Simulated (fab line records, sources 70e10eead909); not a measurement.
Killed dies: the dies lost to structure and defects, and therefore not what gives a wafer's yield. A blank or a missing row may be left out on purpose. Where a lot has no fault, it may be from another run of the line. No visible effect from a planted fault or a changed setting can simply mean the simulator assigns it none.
Matching of chambers + flow nand_harc + NHARC_A_CONTACT_DEP_85 on pecvd-02 has 3 sister chambers
The step deposits SiON, target thk 50 nm. 18 wafers are shown with their chamber, then 9 later ones without.

== WAFERS PAIRED WITH THEIR CHAMBERS ==
| wafer  | chamber | heater_power_w (W) |
|--------|---------|--------------------|
| L075.2 | 2       | 767                |
| L075.4 | 2       | 766                |
| L075.5 | 1       | 798                |
| L077.2 | 2       | 760                |
| L077.3 | 1       | 865                |
| L077.5 | 2       | 764                |
| L077.1 | 0       | 919                |
| L077.4 | 1       | 883                |
| L077.6 | 0       | 932                |
| L078.1 | 0       | 971                |
| L078.3 | 1       | 845                |
| L078.5 | 0       | 975                |
| L079.4 | 0       | 942                |
| L079.5 | 2       | 719                |
| L079.6 | 1       | 800                |
| L085.3 | 2       | 778                |
| L085.4 | 1       | 836                |
| L085.5 | 0       | 965                |

SIGNATURES (means of the wafers above)
| reading        | chamber 0 | chamber 1 | chamber 2 | scatter within a chamber |
|----------------|-----------|-----------|-----------|--------------------------|
| heater_power_w | 950.67    | 837.83    | 759.00    | 26.6                     |
Rule: distance of a wafer from a chamber = root of the sum over the readings of ((wafer's reading minus chamber's mean) / reading's scatter) squared. If the next closest chamber is less than 2 further off than the closest, the wafer can't be placed; otherwise it belongs to the closest. The scatter is the square root of a quotient: the sum, over the shown wafers, of each reading's squared deviation from its chamber's mean, divided by wafers minus chambers.

== WAFERS WITHOUT THEIR CHAMBER ==
| wafer  | heater_power_w (W) |
|--------|--------------------|
| L085.1 | 984                |
| L085.2 | 829                |
| L085.6 | 775                |
| L088.1 | 918                |
| L088.2 | 856                |
| L088.4 | 748                |
| L093.3 | 764                |
| L093.5 | 831                |
| L093.6 | 780                |

== WHICH CHAMBER EACH WENT THROUGH ==
| wafer  | from the rows above     | in truth |
|--------|-------------------------|----------|
| L085.1 | 0                       | 0        |
| L085.2 | 1                       | 1        |
| L085.6 | can't be placed: 2 or 1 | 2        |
| L088.1 | can't be placed: 0 or 1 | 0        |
| L088.2 | 1                       | 1        |
| L088.4 | 2                       | 2        |
| L093.3 | 2                       | 2        |
| L093.5 | 1                       | 1        |
| L093.6 | can't be placed: 2 or 1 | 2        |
Correct placement for 6 of the 9. Cannot be placed on the basis of these rows: 3; the candidates contain the true chamber in 3. Number placed wrongly: 0.
